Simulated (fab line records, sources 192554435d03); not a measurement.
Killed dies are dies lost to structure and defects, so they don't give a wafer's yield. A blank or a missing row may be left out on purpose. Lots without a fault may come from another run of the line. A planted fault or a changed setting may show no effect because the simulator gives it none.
Chamber matching | flow n5_finfet | N5_SD_EPI_P_ETCH_16 on rie_diel-05: 4 sister chambers
The step etches SiO2 in CHF3/O2, target depth 5 nm. 14 wafers are shown with their chamber, then 7 later ones without.

WAFERS WITH THEIR CHAMBER
wafer  | chamber | drypump_motor_current_A (A) | throttle_valve_pct (%) | rf_vpp_V (V)
L075.3 | 1       | 5.18                        | 19.08                  | 526
L075.4 | 2       | 5.63                        | 19.20                  | 510
L075.6 | 0       | 5.78                        | 18.95                  | 515
L087.4 | 2       | 5.65                        | 19.24                  | 510
L087.5 | 3       | 5.76                        | 18.50                  | 525
L087.6 | 0       | 5.77                        | 18.99                  | 516
L088.1 | 0       | 5.81                        | 18.98                  | 516
L088.2 | 2       | 5.66                        | 19.23                  | 510
L088.4 | 1       | 5.18                        | 19.09                  | 527
L089.1 | 1       | 5.18                        | 19.10                  | 526
L089.3 | 3       | 5.75                        | 18.49                  | 525
L089.5 | 1       | 5.18                        | 19.10                  | 525
L094.1 | 1       | 5.16                        | 19.13                  | 528
L094.2 | 0       | 5.78                        | 18.99                  | 515

SIGNATURES (means of the wafers above)
reading                 | chamber 0 | chamber 1 | chamber 2 | chamber 3 | scatter within a chamber
drypump_motor_current_A | 5.7850    | 5.1760    | 5.6467    | 5.7550    | 0.0132
throttle_valve_pct      | 18.9775   | 19.1000   | 19.2233   | 18.4950   | 0.0184
rf_vpp_V                | 515.50    | 526.40    | 510.00    | 525.00    | 0.787
Rule: a wafer's distance from a chamber is the root of the sum, over the readings, of the square of ((its reading less the chamber's mean) divided by the reading's scatter). The wafer belongs to the nearest chamber; if the next one is less than 2 further off, it can't be placed. The scatter: the root of (the sum of the squares of (reading less its chamber's mean) over the shown wafers, divided by (wafers less chambers)).

WAFERS WITHOUT THEIR CHAMBER
wafer  | drypump_motor_current_A (A) | throttle_valve_pct (%) | rf_vpp_V (V)
L094.3 | 5.65                        | 19.25                  | 509
L094.4 | 5.76                        | 18.51                  | 525
L094.5 | 5.66                        | 19.26                  | 509
L094.6 | 5.17                        | 19.13                  | 527
L097.1 | 5.78                        | 19.03                  | 515
L097.3 | 5.75                        | 18.53                  | 525
L097.5 | 5.77                        | 19.01                  | 513

WHICH CHAMBER EACH WENT THROUGH
wafer  | from the rows above | in truth
L094.3 | 2                   | 2
L094.4 | 3                   | 3
L094.5 | 2                   | 2
L094.6 | 1                   | 1
L097.1 | 0                   | 0
L097.3 | 3                   | 3
L097.5 | 0                   | 0
Placed correctly: 7 of 7. Can't be placed from these rows: 0. Placed wrongly: 0.
